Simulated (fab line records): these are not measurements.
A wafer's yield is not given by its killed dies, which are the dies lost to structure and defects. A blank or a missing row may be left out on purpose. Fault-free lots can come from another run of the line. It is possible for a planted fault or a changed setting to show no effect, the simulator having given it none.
Lot-split experiment :: flow n5 finfet :: 21 wafers read across 7 lots, on a route 1938 steps long

## ABOUT THE SPLIT
At N5_BEOL_M3_ILD_DEP_00 (deposits SiOC from DEMS/O2, target thk 79 nm, time 15.3 s), the setting time s was moved away from the recipe's 15.3 s on 11 of the 21 wafers read, by -12.1% to +9.6%. The other wafers ran this setting at the recipe's value.

No step appears in the file between the split and the reading.

## THE READING
Values of M3_ILD_THK in nm from N5_BEOL_M3_THK_MEAS_01. A value of 78.8 nm with a standard deviation of 0.88 nm is what fault-free wafers of this fab line usually give.

wafer: L085.1
tool, chamber at the split: pecvd-03, 1
time s as run, s: 14.3
against the recipe: -6.5%
M3_ILD_THK, nm: 73.6
against lot-mates on the recipe: -4.5

wafer: L085.2
tool, chamber at the split: pecvd-03, 0
time s as run, s: 15.3
against the recipe: recipe
M3_ILD_THK, nm: 78.0
against lot-mates on the recipe: -

wafer: L085.3
tool, chamber at the split: pecvd-03, 1
time s as run, s: 15.3
against the recipe: recipe
M3_ILD_THK, nm: 78.2
against lot-mates on the recipe: -

wafer: L086.1
tool, chamber at the split: pecvd-03, 0
time s as run, s: 15.3
against the recipe: recipe
M3_ILD_THK, nm: 76.7
against lot-mates on the recipe: -

wafer: L086.2
tool, chamber at the split: pecvd-03, 1
time s as run, s: 16.7
against the recipe: +9.2%
M3_ILD_THK, nm: 84.5
against lot-mates on the recipe: +7.8

wafer: L086.4
tool, chamber at the split: pecvd-03, 1
time s as run, s: 16.7
against the recipe: +9.2%
M3_ILD_THK, nm: 85.7
against lot-mates on the recipe: +9.0

wafer: L088.3
tool, chamber at the split: pecvd-01, 1
time s as run, s: 15.3
against the recipe: recipe
M3_ILD_THK, nm: 78.1
against lot-mates on the recipe: -

wafer: L088.4
tool, chamber at the split: pecvd-01, 2
time s as run, s: 15.93
against the recipe: +4.1%
M3_ILD_THK, nm: 83.2
against lot-mates on the recipe: +5.1

wafer: L088.6
tool, chamber at the split: pecvd-01, 0
time s as run, s: 15.93
against the recipe: +4.1%
M3_ILD_THK, nm: 82.7
against lot-mates on the recipe: +4.6

wafer: L089.1
tool, chamber at the split: pecvd-02, 2
time s as run, s: 16.77
against the recipe: +9.6%
M3_ILD_THK, nm: 85.1
against lot-mates on the recipe: no lot-mate on the recipe

wafer: L089.4
tool, chamber at the split: pecvd-02, 0
time s as run, s: 16.77
against the recipe: +9.6%
M3_ILD_THK, nm: 86.2
against lot-mates on the recipe: no lot-mate on the recipe

wafer: L089.6
tool, chamber at the split: pecvd-02, 2
time s as run, s: 16.77
against the recipe: +9.6%
M3_ILD_THK, nm: 87.5
against lot-mates on the recipe: no lot-mate on the recipe

wafer: L091.2
tool, chamber at the split: pecvd-02, 0
time s as run, s: 13.49
against the recipe: -11.8%
M3_ILD_THK, nm: 68.8
against lot-mates on the recipe: -10.7

wafer: L091.3
tool, chamber at the split: pecvd-02, 2
time s as run, s: 13.49
against the recipe: -11.8%
M3_ILD_THK, nm: 68.3
against lot-mates on the recipe: -11.2

wafer: L091.5
tool, chamber at the split: pecvd-02, 1
time s as run, s: 15.3
against the recipe: recipe
M3_ILD_THK, nm: 79.5
against lot-mates on the recipe: -

wafer: L090.1
tool, chamber at the split: pecvd-02, 2
time s as run, s: 15.3
against the recipe: recipe
M3_ILD_THK, nm: 79.4
against lot-mates on the recipe: -

wafer: L090.4
tool, chamber at the split: pecvd-02, 0
time s as run, s: 15.3
against the recipe: recipe
M3_ILD_THK, nm: 80.2
against lot-mates on the recipe: -

wafer: L090.6
tool, chamber at the split: pecvd-02, 2
time s as run, s: 13.45
against the recipe: -12.1%
M3_ILD_THK, nm: 70.7
against lot-mates on the recipe: -9.1

wafer: L096.4
tool, chamber at the split: pecvd-03, 1
time s as run, s: 15.3
against the recipe: recipe
M3_ILD_THK, nm: 79.1
against lot-mates on the recipe: -

wafer: L096.5
tool, chamber at the split: pecvd-03, 2
time s as run, s: 15.3
against the recipe: recipe
M3_ILD_THK, nm: 80.0
against lot-mates on the recipe: -

wafer: L096.6
tool, chamber at the split: pecvd-03, 0
time s as run, s: 15.3
against the recipe: recipe
M3_ILD_THK, nm: 79.6
against lot-mates on the recipe: -

THE FIT
A straight line over all 21 wafers: M3_ILD_THK changes by +0.78 nm for each +1% of time s; r = +0.98; the points scatter about the line by 1.1 nm.
The same after taking each lot's own level away (the mean of its wafers on the recipe; 18 wafers): +0.89 nm for each +1%; r = +0.99; scatter 0.71 nm.
The reading moves by 11 nm for the largest change in time s, on that fit.
The span of the lots' own levels, 76.70 to 79.80 nm, comes to 3.5 times the standard deviation stated above.
So the lot-to-lot level changes the slope: the two fits differ.
Check: with one of the wafers moved furthest among these (-12.1%) left out of the fit, the line predicts -10.9 nm for it against its lot-mates. It came out at -9.1 nm against them.

## THE OTHER SPLITS THESE WAFERS WENT THROUGH
Note: prior to the reading, these wafers also went through further splits. Each is held against what the fit with the lots' levels taken away leaves over:
other split on the same wafers: N5_BEOL_M2_COAT_22 spin rpm
wafers away from the commonest value: 9
r with M3_ILD_THK (lot level and that fit taken away): -0.32

## THE WHOLE CHAIN: every reading that the file lists as answering this split, in the file's order
step: N5_BEOL_M3_ILD_DEP_00
what it does: deposits SiOC from DEMS/O2, target thk 79 nm, time 15.3 s
reading: SiOC_of_BEOL_M3_ILD_DEP_00.thk nm (the simulator's own value, which no gauge read)
change (the file's fit): +0.852 nm for each +1% of the setting
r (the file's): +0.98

step: N5_BEOL_M3_THK_MEAS_01
what it does: 
reading: M3_ILD_THK
change (the file's fit): +0.854 for each +1% of the setting
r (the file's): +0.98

## FILE'S OWN FIT
M3_ILD_THK changes by +0.854 nm for each +1% of time s, r = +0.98.
